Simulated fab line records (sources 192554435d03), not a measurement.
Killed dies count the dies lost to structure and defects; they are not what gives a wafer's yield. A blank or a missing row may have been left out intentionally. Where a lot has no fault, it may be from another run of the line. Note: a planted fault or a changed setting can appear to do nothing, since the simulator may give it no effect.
A sampling plan put to the test :: flow n5-finfet :: one line in one fab, 14 faults in these records, each fault weighed on the records of the lots it struck
Plan = the line's own looks (route steps where a gauge or an inspection reads the wafer without altering it). A look can be judged if struck wafers have a number there and the file gives its usual mean and standard deviation on fault-free wafers. Caught: 4 or more of those standard deviations (sigma) separate the usual mean from the mean of the struck wafers at a look after the fault's first step. On the tool: the same test on the tool's own readings at the fault's steps. Caught also covers a different recipe on the struck wafers, or a record left blank for those wafers only.

== THE FAULTS, as the simulator had put them in ==
1. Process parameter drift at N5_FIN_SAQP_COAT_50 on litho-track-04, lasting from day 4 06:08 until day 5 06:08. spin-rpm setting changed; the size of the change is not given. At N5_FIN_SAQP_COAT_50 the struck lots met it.
2. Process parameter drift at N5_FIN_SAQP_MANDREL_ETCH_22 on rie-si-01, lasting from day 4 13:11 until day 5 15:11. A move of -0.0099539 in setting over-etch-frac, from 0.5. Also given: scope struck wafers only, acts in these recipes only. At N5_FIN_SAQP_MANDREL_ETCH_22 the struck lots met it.
3. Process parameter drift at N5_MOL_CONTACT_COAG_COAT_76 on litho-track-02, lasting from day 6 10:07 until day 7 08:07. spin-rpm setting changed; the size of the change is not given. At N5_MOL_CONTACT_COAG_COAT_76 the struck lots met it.
4. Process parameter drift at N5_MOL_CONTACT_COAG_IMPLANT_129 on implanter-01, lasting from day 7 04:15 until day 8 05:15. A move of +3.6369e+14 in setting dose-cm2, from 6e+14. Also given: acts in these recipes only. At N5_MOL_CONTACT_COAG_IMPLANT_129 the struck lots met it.
5. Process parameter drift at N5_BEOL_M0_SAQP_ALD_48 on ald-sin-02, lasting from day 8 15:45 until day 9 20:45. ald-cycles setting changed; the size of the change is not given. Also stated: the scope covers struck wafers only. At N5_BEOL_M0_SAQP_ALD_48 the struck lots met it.
6. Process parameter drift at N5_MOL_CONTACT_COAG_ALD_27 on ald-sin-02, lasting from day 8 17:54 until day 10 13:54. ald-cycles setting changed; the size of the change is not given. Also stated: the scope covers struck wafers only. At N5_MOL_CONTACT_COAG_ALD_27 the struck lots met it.
7. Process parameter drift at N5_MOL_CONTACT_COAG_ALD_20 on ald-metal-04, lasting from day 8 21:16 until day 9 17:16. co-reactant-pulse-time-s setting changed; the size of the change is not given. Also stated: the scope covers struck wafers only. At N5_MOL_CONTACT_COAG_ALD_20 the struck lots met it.
8. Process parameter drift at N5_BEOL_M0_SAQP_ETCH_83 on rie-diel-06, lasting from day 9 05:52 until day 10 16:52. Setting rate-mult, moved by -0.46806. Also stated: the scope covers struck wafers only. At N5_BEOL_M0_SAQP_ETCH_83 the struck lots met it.
9. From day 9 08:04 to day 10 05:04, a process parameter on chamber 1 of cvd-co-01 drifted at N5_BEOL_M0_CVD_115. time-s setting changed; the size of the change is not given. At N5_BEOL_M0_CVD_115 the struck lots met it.
10. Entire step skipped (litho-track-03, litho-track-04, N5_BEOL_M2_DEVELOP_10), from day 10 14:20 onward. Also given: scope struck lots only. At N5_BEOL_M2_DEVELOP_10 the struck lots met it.
11. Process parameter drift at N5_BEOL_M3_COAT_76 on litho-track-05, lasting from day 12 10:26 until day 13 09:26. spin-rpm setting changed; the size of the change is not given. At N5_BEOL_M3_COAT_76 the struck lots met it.
12. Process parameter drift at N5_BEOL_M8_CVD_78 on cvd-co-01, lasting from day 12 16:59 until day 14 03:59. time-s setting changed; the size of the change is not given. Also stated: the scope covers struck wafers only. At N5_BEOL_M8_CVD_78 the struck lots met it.
13. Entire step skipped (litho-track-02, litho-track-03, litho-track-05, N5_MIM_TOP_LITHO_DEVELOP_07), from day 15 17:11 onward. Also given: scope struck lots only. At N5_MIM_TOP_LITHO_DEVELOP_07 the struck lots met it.
14. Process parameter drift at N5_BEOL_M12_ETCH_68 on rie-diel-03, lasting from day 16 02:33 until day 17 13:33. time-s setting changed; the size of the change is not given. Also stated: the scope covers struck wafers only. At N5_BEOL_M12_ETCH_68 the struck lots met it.

== WHAT THE PLAN SAW ==
fault: 1
on the tool itself: spin-speed-rpm +37 sigma
first look that catches it: none of the 2 looks that can be judged after it
reading, sigma: -
median hours from its first step to that look: -
hours from the fault's start to the first struck lot there: -
judged looks passed uncaught: 2

fault: 2
on the tool itself: under 2 sigma
first look that catches it: not the one look that can be judged after it
reading, sigma: -
median hours from its first step to that look: -
hours from the fault's start to the first struck lot there: -
judged looks passed uncaught: 1

fault: 3
on the tool itself: spin-speed-rpm +82 sigma
first look that catches it: not the one look that can be judged after it
reading, sigma: -
median hours from its first step to that look: -
hours from the fault's start to the first struck lot there: -
judged looks passed uncaught: 1

fault: 4
on the tool itself: dose-ions-cm2 +99 or beyond sigma
first look that catches it: not the one look that can be judged after it
reading, sigma: -
median hours from its first step to that look: -
hours from the fault's start to the first struck lot there: -
judged looks passed uncaught: 1

fault: 5
on the tool itself: under 2 sigma
first look that catches it: not the one look that can be judged after it
reading, sigma: -
median hours from its first step to that look: -
hours from the fault's start to the first struck lot there: -
judged looks passed uncaught: 1

fault: 6
on the tool itself: run-length-s +99 or beyond sigma
first look that catches it: not the one look that can be judged after it
reading, sigma: -
median hours from its first step to that look: -
hours from the fault's start to the first struck lot there: -
judged looks passed uncaught: 1

fault: 7
on the tool itself: under 2 sigma
first look that catches it: not the one look that can be judged after it
reading, sigma: -
median hours from its first step to that look: -
hours from the fault's start to the first struck lot there: -
judged looks passed uncaught: 1

fault: 8
on the tool itself: etch-rf-on-time-s +40 sigma
first look that catches it: not the one look that can be judged after it
reading, sigma: -
median hours from its first step to that look: -
hours from the fault's start to the first struck lot there: -
judged looks passed uncaught: 1

fault: 9
on the tool itself: run-length-s +99 or beyond sigma
first look that catches it: not the one look that can be judged after it
reading, sigma: -
median hours from its first step to that look: -
hours from the fault's start to the first struck lot there: -
judged looks passed uncaught: 1

fault: 10
on the tool itself: the tool's record is blank for the struck wafers
first look that catches it: no look after it can be judged
reading, sigma: -
median hours from its first step to that look: -
hours from the fault's start to the first struck lot there: -
judged looks passed uncaught: 0

fault: 11
on the tool itself: spin-speed-rpm -70 sigma
first look that catches it: not the one look that can be judged after it
reading, sigma: -
median hours from its first step to that look: -
hours from the fault's start to the first struck lot there: -
judged looks passed uncaught: 1

fault: 12
on the tool itself: run-length-s +99 or beyond sigma
first look that catches it: not the one look that can be judged after it
reading, sigma: -
median hours from its first step to that look: -
hours from the fault's start to the first struck lot there: -
judged looks passed uncaught: 1

fault: 13
on the tool itself: the tool's record is blank for the struck wafers
first look that catches it: no look after it can be judged
reading, sigma: -
median hours from its first step to that look: -
hours from the fault's start to the first struck lot there: -
judged looks passed uncaught: 0

fault: 14
on the tool itself: run-length-s -99 or beyond sigma
first look that catches it: no look after it can be judged
reading, sigma: -
median hours from its first step to that look: -
hours from the fault's start to the first struck lot there: -
judged looks passed uncaught: 0
A dash: this means the fault isn't caught or the number doesn't appear in these records.

Caught at a look: 0 of 14. Caught on the tool: 11 of 14. By one or the other: 11 of 14.
On the tool alone, faults 1, 3, 4, 6, 8, 9, 10, 11, 12, 13, 14 were caught.
Caught by neither: faults 2, 5, 7.
